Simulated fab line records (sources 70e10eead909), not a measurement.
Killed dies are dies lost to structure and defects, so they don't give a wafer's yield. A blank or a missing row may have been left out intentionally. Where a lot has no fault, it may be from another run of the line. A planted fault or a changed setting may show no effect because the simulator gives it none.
A single fault, viewed from 3 desks | flow nand-harc | only its own numbers are on each desk; what lay behind them is given at the end

== TOOL OWNER'S DESK, pecvd-01 ==
Per lot that ran on this tool, the mean of the sampled wafers carrying a number, from the tool's own readings at NHARC_P_M1_PRE_CLEAN_32 (time 12 s). If a lot's mean is further than 4 standard deviations from the usual mean, the lot is out of limits and carries the mark OUT (the distance appears in the brackets).
Columns: A = heater-power-w at NHARC_P_M1_PRE_CLEAN_32, usual 649 W
lot  | first seen here | A
L954 | day 7 16:23     | 611
L957 | day 8 20:44     | 648
L958 | day 9 02:44     | 683
L962 | day 10 21:53    | 677
L971 | day 14 19:08    | 667
L972 | day 14 22:23    | 679
L974 | day 16 01:58    | 713
This desk's verdict: no lot among the 7 shows anything out of limits.

== FROM THE METROLOGY DESK ==
What the gauges read, lot by lot, whatever tool the lot ran on: means of the sampled wafers that have a number. If a lot's mean is further than 4 standard deviations from the usual mean, the lot is out of limits and carries the mark OUT (the distance appears in the brackets).
Columns: A = overlay-x-nm at NHARC_P_M1_OVL_MEAS_10, usual -0.3 nm; B = overlay-y-nm at NHARC_P_M1_OVL_MEAS_10, usual 0.2 nm; C = cd-nm at NHARC_P_M2_CD_MEAS_09, usual 170.0 nm
lot  | first seen here | A    | B    | C
L952 | day 6 19:43     | -0.7 | 1.0  | 169.3
L954 | day 7 13:08     | -0.6 | 0.8  | 169.5
L957 | day 8 17:58     | 0.2  | -0.3 | 170.0
L958 | day 8 23:55     | -0.9 | 0.1  | 169.9
L962 | day 10 19:07    | 0.0  | 0.1  | 169.9
L964 | day 11 16:08    | 0.6  | 0.9  | 170.1
L969 | day 13 10:49    | -0.3 | -0.2 | 169.8
L970 | day 14 02:16    | 0.4  | -0.3 | 170.8
L971 | day 14 16:24    | 0.7  | 0.2  | 170.0
L972 | day 14 19:36    | -0.2 | 0.9  | 170.1
L973 | day 15 15:38    | -0.5 | 0.7  | 169.8
L974 | day 15 23:10    | 0.9  | 0.0  | 169.7
This desk's verdict: no lot among the 12 shows anything out of limits.

== THE DEFECT DESK ==
What the inspections along the route counted, lot by lot: means of the sampled wafers that have a number. If a lot's mean is further than 4 standard deviations from the usual mean, the lot is out of limits and carries the mark OUT (the distance appears in the brackets).
Columns: A = raw-defect-count at NHARC_P_M2_INSPECT_11, usual 4.5
lot  | first seen here | A
L952 | day 6 23:46     | 5.0
L954 | day 7 17:52     | 3.7
L957 | day 8 22:28     | 4.3
L958 | day 9 04:10     | 6.7
L962 | day 10 23:11    | 326.3 (+99 or more) OUT
L964 | day 11 20:18    | 6.0
L969 | day 13 15:02    | 3.3
L970 | day 14 06:29    | 5.7
L971 | day 14 20:34    | 2.0
L972 | day 14 23:49    | 5.0
L973 | day 15 19:57    | 7.0
L974 | day 16 03:23    | 7.0
Finding of this desk: L962 out of limits; the first was L962 at day 10 23:11, on raw-defect-count at NHARC_P_M2_INSPECT_11. L952, L954, L957, L958, L964, L969, L970, L971, L972, L973, L974: within limits.

== ALL TOGETHER ==
The defect desk could have raised an alarm at day 10 23:11, on L962.
Nothing out of limits was seen by the tool owner's desk.
At the metrology desk, nothing out of limits was observed.
Tool owner's desk: L962 on record, inside its limits.
The metrology desk holds a record of L962, inside its limits.
On pecvd-01, each named lot ran NHARC_P_M1_PRE_CLEAN_32.

== WHAT WAS PUT IN BY THE SIMULATOR ==
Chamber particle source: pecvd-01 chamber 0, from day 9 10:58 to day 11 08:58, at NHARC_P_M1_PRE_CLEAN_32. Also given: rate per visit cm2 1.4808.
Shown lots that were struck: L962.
Hours from the fault's start to each desk's first reading out of limits: the defect desk, 36.
